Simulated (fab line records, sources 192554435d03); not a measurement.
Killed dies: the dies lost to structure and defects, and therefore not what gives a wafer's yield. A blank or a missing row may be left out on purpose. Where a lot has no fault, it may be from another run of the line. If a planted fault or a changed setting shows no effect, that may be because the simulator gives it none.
fab line records	flow n5_finfet
[record] lots = 7	wafers = 21
route steps=1938 shown BEOL_M12@1637 BEOL_M14@1738 PASSIVATION@1901
start_h: hours from the record's first day to the start of the lot's first wafer shown	wait_h: hours from the lot's prior step to this one	" unchanged from the row above	L1.1+2: a single row standing in for several wafers	- no value, or no start given	* or withheld: withheld	< > ~ a bound
route shown NAME@n: a module of which the file shows steps, and the number in the route of the first	usual: mean and standard deviation over wafers with no fault	same: alike in all rows	chamber/n: place in a boat	sites: each site's reading	_std_site: standard deviation across them	_edge_site: the outer-site mean with the inner-site mean subtracted	radius_mm: for every site, how far away it sits from the centre of the wafer	mask NAME#n: copy n	behind: the tool/chamber that last shaped the wafer	hold: cause of the lot's hold/its duration in hours/its outcome	device: names the non-switching transistor (n, p or np)	end of line: the route-end tests of the same wafers	step lacking rows: just its recipe	killed: dies that structure and defects cost at the first sort, which is not the same as the wafer's yield	map: dies across one wafer; x = killed, . = not, _ = none there
set.NAME: setting as actually run; set.NAME@STEP: the setting as run at that earlier step	model.NAME: the simulator's own value behind a step, which no gauge read
lots run with intentionally changed settings; tables by step, rows by wafer
[[steps]]
[step N5_BEOL_M12_ETCH_68]
[recipe] chemistry = N2/H2	target = SOC	mask_material = SiARC	source_w = 3000	bias_w = 350	temp_c = 40	time_s = 285	ion_energy_ev = 200	pressure_mtorr = 30	n2_flow_sccm = 200	h2_flow_sccm = 200
lot.wafer	tool	chamber	start_h	wait_h	set.time_s	model.SiARC_of_BEOL_M12_COAT_66.thk_nm
L076.1	rie_diel-01	3	254.47	0.1	334.5	81.6
L076.2	"	1	"	"	285	86.2
L076.4	"	1	"	"	285	86.6
L079.2	rie_diel-02	3	276.68	0.1	285	86.6
L079.5+6	"	1,0	"	"	285	86
L080.1	rie_diel-06	0	277.15	0.1	285	85.6
L080.4	"	3	"	"	337.4	82.2
L080.6	"	0	"	"	337.4	81.2
L092.4	rie_diel-02	3	333.26	0.1	285	86.4
L092.5	"	2	"	"	285	85.4
L092.6	"	1	"	"	268.4	87.2
L093.2	rie_diel-01	2	351.54	0.1	285	85.8
L093.3+4	"	3,0	"	"	322.3	82.4
L094.4	rie_diel-06	2	367.57	0.1	285	86
L094.5	"	2	"	"	285	86.6
L094.6	"	1	"	"	285	86.2
L096.1	rie_diel-06	2	378.39	0.1	285	86.6
L096.2	"	3	"	"	228	90.8
L096.4	"	0	"	"	228	90.6
[step N5_BEOL_M12_STRIP_69]
[recipe] chemistry = N2/H2	temp_c = 40	n2_flow_sccm = 200	h2_flow_sccm = 200	rf_frequency_hz = 6e+07
[step N5_BEOL_M12_TRENCH_ETCH_34]
[recipe] chemistry = C4F8/O2/Ar	target = SiOC	target_depth_a = 3189.5	mask_material = SOC	pressure_mtorr = 30	source_w = 3000	bias_w = 700	Ar_flow_sccm = 400	C4F8_flow_sccm = 15	O2_flow_sccm = 8	he_inner_torr = 15	he_outer_torr = 30	time_s = 125.5	ion_energy_ev = 250
[step N5_BEOL_M12_STRIP_37]
[recipe] chemistry = N2/H2	power_w = 1000	temp_c = 250	h2_frac = 0.65	overash_fraction = 0.3	pressure_mtorr = withheld	n2_flow_sccm = 1750	h2_flow_sccm = 3250
[step N5_BEOL_M12_ETCH_38]
[recipe] chemistry = CF4/N2	target = SiCN	target_depth_a = 687	taper_deg = 2	time_s = 73.4	ion_energy_ev = 150	mask_material = SiO2	pressure_mtorr = 40	source_w = 430	bias_w = 70	Ar_flow_sccm = 100	cf4_flow_sccm = 60	n2_flow_sccm = 60
lot.wafer	tool	chamber	start_h	wait_h	set.time_s@BEOL_M12_ILD_DEP_00	model.SiOC_of_BEOL_M12_ILD_DEP_00.thk_nm
L076.1	rie_diel-01	3	257.83	-	130.7	596.6
L076.2	"	0	"	"	137.5	638
L076.4	"	0	"	"	130.7	618
L080.1	rie_diel-01	1	282.29	-	136.5	635
L080.4	"	3	"	"	136.5	641.6
L080.6	"	3	"	"	136.5	644.2
L079.2	rie_diel-01	3	283.42	-	130.7	613.4
L079.5	"	0	"	"	114.5	539.4
L079.6	"	3	"	"	130.7	616
L092.4	rie_diel-06	1	336.15	-	130.7	618.4
L092.5	"	0	"	"	119.1	554.4
L092.6	"	3	"	"	130.7	614.2
L093.2	rie_diel-01	3	353.85	-	130.7	599
L093.3	"	1	"	"	121.7	563.8
L093.4	"	0	"	"	121.7	566.8
L094.4	rie_diel-01	1	370.41	-	130.7	613
L094.5	"	0	"	"	130.7	627
L094.6	"	3	"	"	130.7	611.2
L096.1	rie_diel-02	3	380.12	-	120.8	549.4
L096.2	"	2	"	"	130.7	602.8
L096.4	"	0	"	"	120.8	561
[step N5_BEOL_M14_COAT_66]
[recipe] resist = SiARC	temp_c = 220	time_s = 60	spin_rpm = 1500	resist_thk_nm = 110
lot.wafer	tool	chamber	start_h	wait_h	set.spin_rpm	model.SiARC_of_BEOL_M14_COAT_66.thk_nm
L076.1	litho_track-01	0	-	-	1334	116.6
L076.2	"	0	"	"	1334	117
L076.4	"	0	"	"	1500	110.2
L080.1	litho_track-03	0	-	-	1423	112.4
L080.4	"	0	"	"	1500	109.8
L080.6	"	0	"	"	1423	112.6
L079.2	litho_track-01	0	-	-	1500	110.2
L079.5	"	0	"	"	1363	116
L079.6	"	0	"	"	1500	110
L092.4	litho_track-05	0	-	-	1370	115.2
L092.5	"	0	"	"	1370	115.4
L092.6	"	0	"	"	1500	110.4
L093.2+3	litho_track-01	0	-	-	1500	110.2
L093.4	"	0	"	"	1500	110
L094.4+6	litho_track-03	0	-	-	1500	110.6
L094.5	"	0	"	"	1500	110.4
L096.1	litho_track-03	0	-	-	1500	110.8
L096.2+4	"	0	"	"	1500	110.4
[step N5_BEOL_M14_EXPOSE_25]
[recipe] mask_id = M14	na = 0.8	source_shape = annular	sigma_inner = 0.5	sigma_outer = 0.8	polarization = unpolarized	target_cd_nm = 280	dose_mj = 26.6
lot.wafer	tool	chamber	start_h	wait_h	mask	set.dose_mj
L076.1+2	krf_scanner-02	0	275.36	-	M14#0	26.6
L076.4	"	0	"	"	M14#0	24.69
L080.1+6	krf_scanner-02	0	292.21	-	M14#0	26.6
L080.4	"	0	"	"	M14#0	25.13
L079.2+5+6	krf_scanner-02	0	292.57	-	M14#0	26.6
L092.4+6	krf_scanner-02	0	344.44	-	M14#0	25.3
L092.5	"	0	"	"	M14#0	26.6
L093.2+3	krf_scanner-01	0	364.70	-	M14#0	25.63
L093.4	"	0	"	"	M14#0	26.6
L094.4+5+6	krf_scanner-01	0	379.11	-	M14#0	26.6
L096.1+2	krf_scanner-01	0	390.68	-	M14#0	24.79
L096.4	"	0	"	"	M14#0	26.6
[step N5_BEOL_M14_PEB_26]
[recipe] peb_temp_c = 130	peb_time_s = 90
[step N5_BEOL_M14_DEVELOP_27]
[recipe] develop_time_s = 45	rinse_liquid = diw	dry = air_spin	dev_temp_c = 21
[step N5_BEOL_M14_HARDBAKE_32]
[recipe] temp_c = 130	time_s = 120
[step N5_BEOL_M14_CD_MEAS_28]
[recipe] target_cd_nm = 284.4	landing_energy_ev = 500	detector = se_inlens
[usual] cd_nm = 283.1/1.2
lot.wafer	tool	chamber	start_h	wait_h	set.dose_mj@BEOL_M14_EXPOSE_25	cd_nm
L076.1	cd_sem-03	0	275.53	-	26.6	280.7
L076.2	"	0	"	"	26.6	284.2
L076.4	"	0	"	"	24.69	269.7
L080.1	cd_sem-02	0	292.38	-	26.6	283.5
L080.4	"	0	"	"	25.13	274.1
L080.6	"	0	"	"	26.6	285.2
L079.2	cd_sem-02	0	292.74	-	26.6	283.2
L079.5	"	0	"	"	26.6	285.0
L079.6	"	0	"	"	26.6	281.7
L092.4	cd_sem-02	0	344.60	-	25.3	273.6
L092.5	"	0	"	"	26.6	281.8
L092.6	"	0	"	"	25.3	275.1
L093.2	cd_sem-01	0	364.86	-	25.63	277.0
L093.3	"	0	"	"	25.63	276.9
L093.4	"	0	"	"	26.6	283.3
L094.4	cd_sem-03	0	379.27	-	26.6	283.9
L094.5	"	0	"	"	26.6	282.0
L094.6	"	0	"	"	26.6	282.3
L096.1	cd_sem-02	0	390.85	-	24.79	269.8
L096.2	"	0	"	"	24.79	271.4
L096.4	"	0	"	"	26.6	282.9
[step N5_BEOL_M14_DESCUM_33]
[recipe] chemistry = O2	time_s = 7.9	source_power_w = 50	bias_power_w = 20	pressure_mtorr = 20	rf_frequency_hz = 2.712e+07	temp_c = 40	o2_flow_sccm = 225
lot.wafer	tool	chamber	start_h	wait_h	set.dose_mj@BEOL_M14_EXPOSE_25	model.BEOL_M14.cd_nm
L076.1	rie_diel-01	1	275.86	0.3	26.6	281
L076.2	"	0	"	"	26.6	283.8
L076.4	"	2	"	"	24.69	269.8
L080.1	rie_diel-02	0	292.47	0.0	26.6	283.4
L080.4	"	3	"	"	25.13	274
L080.6	"	3	"	"	26.6	285
L079.2	rie_diel-01	1	293.07	0.3	26.6	283.2
L079.5	"	0	"	"	26.6	284.6
L079.6	"	1	"	"	26.6	281.4
L092.4	rie_diel-06	0	344.68	0.0	25.3	273.4
L092.5	"	2	"	"	26.6	281.8
L092.6	"	3	"	"	25.3	275
L093.2	rie_diel-06	3	364.96	0.0	25.63	277
L093.3	"	1	"	"	25.63	276.2
L093.4	"	2	"	"	26.6	283.6
L094.4	rie_diel-01	3	379.35	0.0	26.6	284.2
L094.5	"	3	"	"	26.6	282
L094.6	"	2	"	"	26.6	282.4
L096.1	rie_diel-02	1	390.94	0.0	24.79	270
L096.2	"	2	"	"	24.79	271.8
L096.4	"	0	"	"	26.6	282.8
[step N5_BEOL_M14_ETCH_67]
[recipe] chemistry = CF4	target = SiARC	target_depth_a = 1430	time_s = 238.3	ion_energy_ev = 80	pressure_mtorr = 40	source_w = 545	bias_w = 36	Ar_flow_sccm = 100	cf4_flow_sccm = 100	ends = cleared
lot.wafer	tool	chamber	start_h	wait_h	set.spin_rpm@BEOL_M14_COAT_66	set.dose_mj@BEOL_M14_EXPOSE_25	model.BEOL_M14.cd_nm	model.etch.depth_nm	model.coat_of_BEOL_M14_COAT_22.thk_nm
L076.1	rie_diel-01	1	275.89	0.0	1334	26.6	277.2	116.6	208
L076.2	"	0	"	"	1334	26.6	280	117	206.2
L076.4	"	2	"	"	1500	24.69	265.4	110.3	212
L080.1	rie_diel-02	0	292.50	0.0	1423	26.6	279.2	112.4	210.8
L080.4	"	3	"	"	1500	25.13	269.2	109.7	213.4
L080.6	"	3	"	"	1423	26.6	280.4	112.6	211
L079.2	rie_diel-01	1	293.11	0.0	1500	26.6	280	110.2	212.2
L079.5	"	0	"	"	1363	26.6	279.8	115.9	208.4
L079.6	"	1	"	"	1500	26.6	277.4	110.1	212.8
L092.4	rie_diel-06	0	344.72	0.0	1370	25.3	269.6	115.2	206.6
L092.5	"	2	"	"	1370	26.6	277.4	115.5	206.6
L092.6	"	3	"	"	1500	25.3	271	110.4	210.8
L093.2	rie_diel-06	3	365.00	0.0	1500	25.63	273	110.2	212.8
L093.3	"	1	"	"	1500	25.63	271.4	110.2	213.2
L093.4	"	2	"	"	1500	26.6	278.2	110	213.4
L094.4	rie_diel-01	3	379.39	0.0	1500	26.6	280.2	110.5	212
L094.5	"	3	"	"	1500	26.6	278.2	110.5	212.6
L094.6	"	2	"	"	1500	26.6	278.2	110.6	211.8
L096.1	rie_diel-02	1	390.97	0.0	1500	24.79	266.4	110.7	211.4
L096.2	"	2	"	"	1500	24.79	268.4	110.4	211.8
L096.4	"	0	"	"	1500	26.6	279	110.5	211
[step N5_BEOL_M14_ETCH_68]
[recipe] chemistry = N2/H2	target = SOC	mask_material = SiARC	source_w = 3000	bias_w = 350	temp_c = 40	time_s = 450	ion_energy_ev = 200	pressure_mtorr = 30	n2_flow_sccm = 200	h2_flow_sccm = 200
lot.wafer	tool	chamber	start_h	wait_h	set.spin_rpm@BEOL_M14_COAT_66	model.SiARC_of_BEOL_M14_COAT_66.thk_nm
L076.1	rie_diel-01	1	276.04	0.1	1334	72.4
L076.2	"	0	"	"	1334	71.4
L076.4	"	2	"	"	1500	64.6
L080.1	rie_diel-02	0	292.65	0.1	1423	67.8
L080.4	"	3	"	"	1500	65.4
L080.6	"	3	"	"	1423	68
L079.2	rie_diel-01	1	293.26	0.1	1500	65.8
L079.5	"	0	"	"	1363	71
L079.6	"	1	"	"	1500	66.2
L092.4	rie_diel-06	0	344.87	0.1	1370	70
L092.5	"	2	"	"	1370	70.6
L092.6	"	3	"	"	1500	64.8
L093.2	rie_diel-06	3	365.15	0.1	1500	64.4
L093.3	"	1	"	"	1500	65
L093.4	"	2	"	"	1500	65.4
L094.4	rie_diel-01	3	379.54	0.1	1500	65
L094.5	"	3	"	"	1500	65.4
L094.6	"	2	"	"	1500	65.2
L096.1	rie_diel-02	1	391.12	0.1	1500	65.8
L096.2	"	2	"	"	1500	65.4
L096.4	"	0	"	"	1500	65.6
[step N5_PASSIVATION_EXPOSE_27]
[recipe] mask_id = PAD	na = 0.55	source_shape = conventional	sigma_outer = 0.8	polarization = unpolarized	defocus_nm = 0	dose_mj = 32.3
lot.wafer	tool	chamber	start_h	wait_h	mask	set.dose_mj
L076.1+2	krf_scanner-01	0	300.88	-	PAD#0	32.3
L076.4	"	0	"	"	PAD#0	30.11
L080.1+4+6	krf_scanner-01	0	311.57	-	PAD#0	32.3
L079.2+5+6	krf_scanner-02	0	311.86	-	PAD#0	32.3
L092.4+5+6	krf_scanner-01	0	363.05	-	PAD#0	32.3
L093.2+3	krf_scanner-01	0	385.11	-	PAD#0	31.05
L093.4	"	0	"	"	PAD#0	32.3
L094.4+5+6	krf_scanner-02	0	402.03	-	PAD#0	32.3
L096.1+4	krf_scanner-01	0	414.66	-	PAD#0	34.33
L096.2	"	0	"	"	PAD#0	32.3
[step N5_PASSIVATION_PEB_28]
[recipe] peb_temp_c = withheld	peb_time_s = *
[step N5_PASSIVATION_DEVELOP_29]
[recipe] develop_time_s = 60	rinse_liquid = diw	dry = air_spin	dev_temp_c = 21
[step N5_PASSIVATION_HARDBAKE_31]
[recipe] temp_c = 130	time_s = 120
[step N5_PASSIVATION_CD_MEAS_30]
[recipe] target_cd_nm = 4000	landing_energy_ev = 500	detector = se_inlens	polarity = opening
[usual] cd_nm = 3999.7/1.9
lot.wafer	tool	chamber	start_h	wait_h	set.dose_mj@PASSIVATION_EXPOSE_27	cd_nm
L076.1	cd_sem-03	0	301.05	-	32.3	4004.9
L076.2	"	0	"	"	32.3	4000.4
L076.4	"	0	"	"	30.11	3989.4
L080.1	cd_sem-01	0	311.75	-	32.3	3999.1
L080.4	"	0	"	"	32.3	4003.4
L080.6	"	0	"	"	32.3	4000.0
L079.2	cd_sem-03	0	312.03	-	32.3	4001.7
L079.5	"	0	"	"	32.3	4000.0
L079.6	"	0	"	"	32.3	3999.1
L092.4	cd_sem-02	0	363.22	-	32.3	3996.7
L092.5	"	0	"	"	32.3	4000.6
L092.6	"	0	"	"	32.3	3998.9
L093.2	cd_sem-02	0	385.28	-	31.05	3993.0
L093.3	"	0	"	"	31.05	3993.6
L093.4	"	0	"	"	32.3	3997.3
L094.4	cd_sem-02	0	402.19	-	32.3	4000.1
L094.5	"	0	"	"	32.3	4001.3
L094.6	"	0	"	"	32.3	4001.3
L096.1	cd_sem-02	0	414.83	-	34.33	4008.7
L096.2	"	0	"	"	32.3	4000.7
L096.4	"	0	"	"	34.33	4011.2
[step N5_PASSIVATION_ETCH_54]
[recipe] chemistry = CHF3/O2	target = SiO2	target_depth_a = 8800	CHF3_flow_sccm = 50	O2_flow_sccm = 5	Ar_flow_sccm = 200	time_s = 440	mask_material = PR	pressure_mtorr = 30	source_w = 650	bias_w = 170	ion_energy_ev = 200
[usual] rf_vpp_V = 531/7.5
lot.wafer	tool	chamber	start_h	wait_h	set.bias_w	rf_vpp_V	model.etch.depth_nm	model.PASSIVATION.feature_depth_nm
L076.1	rie_diel-01	3	303.24	0.1	170	526	879.8	879.8
L076.2	"	0	"	"	156	488	859.7	859.6
L076.4	"	1	"	"	156	501	828.8	828.8
L080.1	rie_diel-02	2	314.44	0.1	197.8	619	930.2	930.2
L080.4	"	0	"	"	170	527	874.5	874.6
L080.6	"	3	"	"	170	518	859.9	860
L079.2	rie_diel-01	0	314.59	0.1	148.2	468	844	844
L079.5	"	2	"	"	148.2	478	851.7	851.8
L079.6	"	3	"	"	170	525	903.7	903.6
L092.4	rie_diel-01	1	365.57	0.1	170	535	861	861
L092.5	"	2	"	"	153.4	492	856.4	856.4
L092.6	"	1	"	"	170	537	858.1	858
L093.2	rie_diel-01	2	387.65	0.1	170	532	889.9	889.8
L093.3	"	0	"	"	152.6	480	855.5	855.4
L093.4	"	1	"	"	152.6	492	841.8	841.8
L094.4	rie_diel-01	2	404.52	0.1	170	532	892.3	892.2
L094.5	"	2	"	"	170	533	890.1	890.2
L094.6	"	1	"	"	170	537	869.4	869.4
L096.1	rie_diel-06	1	417.05	0.1	170	533	880.3	880.4
L096.2	"	3	"	"	187.8	582	932.7	932.8
L096.4	"	2	"	"	170	526	886.1	886
[[key]]
[split] step = N5_BEOL_M12_ETCH_68	setting = time_s	stated = 285	by = wafer
[response] step = N5_BEOL_M12_ETCH_68	reading = model.SiARC_of_BEOL_M12_COAT_66.thk_nm	change = -0.232	per = 1%	r = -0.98
[split] step = N5_BEOL_M14_COAT_66	setting = spin_rpm	stated = 1500	by = wafer
[response] step = N5_BEOL_M14_COAT_66	reading = model.SiARC_of_BEOL_M14_COAT_66.thk_nm	change = -0.596	per = 1%	r = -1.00
[response] step = N5_BEOL_M14_ETCH_67	reading = model.etch.depth_nm	change = -0.591	per = 1%	r = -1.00
[response] step = N5_BEOL_M14_ETCH_67	reading = model.coat_of_BEOL_M14_COAT_22.thk_nm	change = +0.458	per = 1%	r = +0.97
[response] step = N5_BEOL_M14_ETCH_68	reading = model.SiARC_of_BEOL_M14_COAT_66.thk_nm	change = -0.608	per = 1%	r = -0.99
[split] step = N5_BEOL_M14_EXPOSE_25	setting = dose_mj	stated = 26.6	by = wafer
[response] step = N5_BEOL_M14_CD_MEAS_28	reading = cd_nm	change = +1.76	per = 1%	r = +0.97
[response] step = N5_BEOL_M14_DESCUM_33	reading = model.BEOL_M14.cd_nm	change = +1.75	per = 1%	r = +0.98
[response] step = N5_BEOL_M14_ETCH_67	reading = model.BEOL_M14.cd_nm	change = +1.74	per = 1%	r = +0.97
[split] step = N5_PASSIVATION_EXPOSE_27	setting = dose_mj	stated = 32.3	by = wafer
[response] step = N5_PASSIVATION_CD_MEAS_30	reading = cd_nm	change = +1.63	per = 1%	r = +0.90
[split] step = N5_PASSIVATION_ETCH_54	setting = bias_w	stated = 170	by = wafer
[response] step = N5_PASSIVATION_ETCH_54	reading = rf_vpp_V	change = +4.91	per = 1%	r = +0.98
[response] step = N5_PASSIVATION_ETCH_54	reading = model.etch.depth_nm	change = +3.72	per = 1%	r = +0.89
[response] step = N5_PASSIVATION_ETCH_54	reading = model.PASSIVATION.feature_depth_nm	change = +3.72	per = 1%	r = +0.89
split outside_this_file step=N5_BEOL_M12_ILD_DEP_00 setting=time_s
// split outside_this_file: this setting was split too, and the file shows its column; the key of that split is in another file
